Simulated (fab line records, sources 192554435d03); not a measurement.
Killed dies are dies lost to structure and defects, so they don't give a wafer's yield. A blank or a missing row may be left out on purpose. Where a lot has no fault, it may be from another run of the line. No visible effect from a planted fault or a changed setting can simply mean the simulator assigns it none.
8D (eight disciplines) problem report, filled in by code	flow n5Finfet	the parts of the form that need people (team, actions taken, sign-off) are left out

== 1. THE PROBLEM ==
Mean of runLengthS at N5_SD_EPI_N_COAT_32: 62.91 s across 6 wafers in 3 lots; on wafers with no fault it is 65.91 s (standard deviation 0.14). Measured from the usual mean, that is -21 standard deviations.
The step: time 60 s, resist thk 350 nm.
Earliest sighting: wafer L231.1 on lithoTrack-03 at day 5 21:13. Wafers with a number at this step in the record: 19, from 7 lots. Rule for "out", or "out of limits": more than 4 standard deviations from the usual mean. Any other wafer with a number is counted as sound.

== 2. WHAT IT IS, AND WHAT IT ISN'T ==
question	is	is not
which readings at this step	runLengthS, heaterPowerTotalW	-
which lots	L231, L232, L233	L220, L237, L240, L242
which wafers of those lots	L231.1, L231.6, L232.1, L232.6, L233.1, L233.6	L233.3
read on which tools	lithoTrack-03	lithoTrack-01, lithoTrack-05
when	from day 5 21:13	up to then (3 sound wafers); but 10 sound wafers of L233, L237, L240, L242 came after

== 3. SUSPECTS, AND WHAT RULES EACH OUT ==
Counting: a tool at a process step up to the reading stays a suspect if it ran every lot that is out. Sound lots after the first of them don't rule it out here, since some wafers of a struck lot are sound.
- lithoTrack-03 at N5_SD_EPI_N_COAT_32 (time 60 s, resist thk 350 nm): kept. It ran every lot that is out, first L231 (day 5 21:13). Its own readings are out on those wafers: heaterPowerTotalW, runLengthS.
Left after counting: lithoTrack-03 at N5_SD_EPI_N_COAT_32.

== 4. THE CAUSE (what the simulator had put in) ==
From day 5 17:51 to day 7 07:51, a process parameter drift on lithoTrack-03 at N5_SD_EPI_N_COAT_32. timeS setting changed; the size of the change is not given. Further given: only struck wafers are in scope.
After counting, this tool was the only one left.

== 5. THE EFFECT CHAIN, in route order ==
One row per reading whose mean, taken over the struck wafers that have a number, lies over 3 standard deviations from the usual. Only readings for which the record gives a usual standard deviation are gone through. hours: the time from each lot's start at the first step in this table that gives one to its start at this step, as a median over the lots. sigmas: the change in usual standard deviations.
hours	step	reading	usual	on struck wafers	change	sigmas
0	N5_SD_EPI_N_COAT_32	heaterPowerTotalW	500.5 W	517.9	+17.4	+10
0	N5_SD_EPI_N_COAT_32	runLengthS	65.91 s	62.91	-3.00	-21
Its process steps:
- N5_SD_EPI_N_COAT_32: time 60 s, resist thk 350 nm.
Later measuring or inspecting steps at which every struck wafer that the step has a row for has a number for every such reading, and none has moved that far: N5_BEOL_M4_RC_MEAS_101.

== 6. HOW IT WOULD HAVE BEEN CAUGHT EARLIER ==
The fault began at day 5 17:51; the first out-of-limits reading in this record came at day 5 21:13, 3 hours later.
